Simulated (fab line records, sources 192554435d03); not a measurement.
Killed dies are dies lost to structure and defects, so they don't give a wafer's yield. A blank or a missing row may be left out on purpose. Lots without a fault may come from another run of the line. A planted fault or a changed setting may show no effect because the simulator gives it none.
Chamber matching | flow n5_finfet | N5_FIN_SAQP_MANDREL_ETCH_58 on rie_si-06: 4 sister chambers
The step etches a-Si in HBr/Cl2, stops on SiNx, target depth 45 nm, bt time 10 s, time 27 s. 24 wafers are shown with their chamber, then 12 later ones without.

WAFERS WITH THEIR CHAMBER
wafer  | chamber | drypump_motor_current_A (A) | throttle_valve_pct (%) | oes_product_au (a.u.)
L074.2 | 0       | 5.6                         | 35.2                   | 0.682
L074.3 | 2       | 5.0                         | 36.3                   | 0.694
L074.6 | 0       | 5.6                         | 35.2                   | 0.685
L075.3 | 0       | 5.6                         | 35.2                   | 0.679
L075.4 | 1       | 5.3                         | 35.5                   | 0.705
L075.5 | 0       | 5.6                         | 35.1                   | 0.684
L076.1 | 2       | 5.0                         | 36.3                   | 0.681
L076.2 | 1       | 5.3                         | 35.5                   | 0.679
L076.5 | 1       | 5.3                         | 35.5                   | 0.695
L077.2 | 0       | 5.6                         | 35.1                   | 0.686
L077.4 | 1       | 5.3                         | 35.5                   | 0.702
L077.5 | 0       | 5.6                         | 35.2                   | 0.681
L078.2 | 2       | 5.0                         | 36.3                   | 0.677
L078.5 | 1       | 5.3                         | 35.5                   | 0.686
L078.6 | 0       | 5.6                         | 35.2                   | 0.674
L079.2 | 0       | 5.6                         | 35.2                   | 0.678
L079.3 | 2       | 5.0                         | 36.3                   | 0.678
L079.4 | 1       | 5.3                         | 35.5                   | 0.702
L080.1 | 1       | 5.3                         | 35.5                   | 0.687
L080.2 | 2       | 5.1                         | 36.3                   | 0.680
L080.6 | 2       | 5.0                         | 36.2                   | 0.686
L081.2 | 3       | 5.8                         | 35.3                   | 0.694
L081.3 | 1       | 5.3                         | 35.5                   | 0.686
L081.4 | 2       | 5.0                         | 36.3                   | 0.691

SIGNATURES (means of the wafers above)
reading                 | chamber 0 | chamber 1 | chamber 2 | chamber 3 | scatter within a chamber
drypump_motor_current_A | 5.600     | 5.300     | 5.014     | 5.800     | 0.0207
throttle_valve_pct      | 35.175    | 35.500    | 36.286    | 35.300    | 0.0343
oes_product_au          | 0.68113   | 0.69275   | 0.68386   | 0.69400   | 0.00712
Rule: a wafer's distance from a chamber is the root of the sum, over the readings, of the square of ((its reading less the chamber's mean) divided by the reading's scatter). The wafer belongs to the nearest chamber; if the next one is less than 2 further off, it can't be placed. The scatter: the root of (the sum of the squares of (reading less its chamber's mean) over the shown wafers, divided by (wafers less chambers)).

WAFERS WITHOUT THEIR CHAMBER
wafer  | drypump_motor_current_A (A) | throttle_valve_pct (%) | oes_product_au (a.u.)
L084.1 | 5.3                         | 35.5                   | 0.693
L084.3 | 5.8                         | 35.3                   | 0.713
L084.5 | 5.3                         | 35.5                   | 0.710
L086.1 | 5.3                         | 35.5                   | 0.700
L086.4 | 5.9                         | 35.3                   | 0.709
L086.5 | 5.3                         | 35.5                   | 0.710
L090.1 | 5.0                         | 36.3                   | 0.681
L090.4 | 5.6                         | 35.2                   | 0.682
L090.6 | 5.6                         | 35.1                   | 0.692
L094.2 | 5.3                         | 35.5                   | 0.688
L094.4 | 5.9                         | 35.3                   | 0.691
L094.5 | 5.8                         | 35.3                   | 0.703

WHICH CHAMBER EACH WENT THROUGH
wafer  | from the rows above | in truth
L084.1 | 1                   | 1
L084.3 | 3                   | 3
L084.5 | 1                   | 1
L086.1 | 1                   | 1
L086.4 | 3                   | 3
L086.5 | 1                   | 1
L090.1 | 2                   | 2
L090.4 | 0                   | 0
L090.6 | 0                   | 0
L094.2 | 1                   | 1
L094.4 | 3                   | 3
L094.5 | 3                   | 3
Placed correctly: 12 of 12. Can't be placed from these rows: 0. Placed wrongly: 0.
